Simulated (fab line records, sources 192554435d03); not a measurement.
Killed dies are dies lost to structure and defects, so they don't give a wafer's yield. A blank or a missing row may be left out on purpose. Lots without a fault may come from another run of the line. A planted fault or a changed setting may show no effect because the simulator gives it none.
Chamber matching | flow n5_finfet | N5_BEOL_M9_ETCH_65 on rie_diel-04: 4 sister chambers
The step etches SiARC in CF4, target depth 15.6 nm, time 26 s. 4 wafers are shown with their chamber, then 7 later ones without.

WAFERS WITH THEIR CHAMBER
wafer  | chamber | drypump_motor_current_A (A)
L086.1 | 0       | 5.8
L086.2 | 3       | 6.5
L086.3 | 1       | 5.7
L090.5 | 2       | 5.8

WAFERS WITHOUT THEIR CHAMBER
wafer  | drypump_motor_current_A (A)
L090.6 | 6.5
L088.2 | 5.8
L088.3 | 6.5
L088.5 | 6.4
L093.1 | 6.4
L093.3 | 5.7
L093.6 | 5.7

WHICH CHAMBER EACH WENT THROUGH
wafer  | from the rows above          | in truth
L090.6 | 3                            | 3
L088.2 | can't be placed: 0 or 2 or 1 | 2
L088.3 | 3                            | 3
L088.5 | 3                            | 3
L093.1 | 3                            | 3
L093.3 | can't be placed: 1 or 0 or 2 | 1
L093.6 | can't be placed: 1 or 0 or 2 | 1
Placed correctly: 4 of 7. Can't be placed from these rows: 3 (the true chamber is among the candidates in 3). Placed wrongly: 0.
How it was worked out, from the rows above alone: a wafer's distance from a chamber is the root of the sum, over the readings, of the square of ((its reading less the chamber's mean) divided by the reading's scatter). The wafer belongs to the nearest chamber; if the next one is less than 2 further off, it can't be placed. A chamber's mean is the mean of its shown wafers. The scatter: with one shown wafer a chamber, the root of the mean of the squares of how far each hidden wafer lies from its nearest shown one.
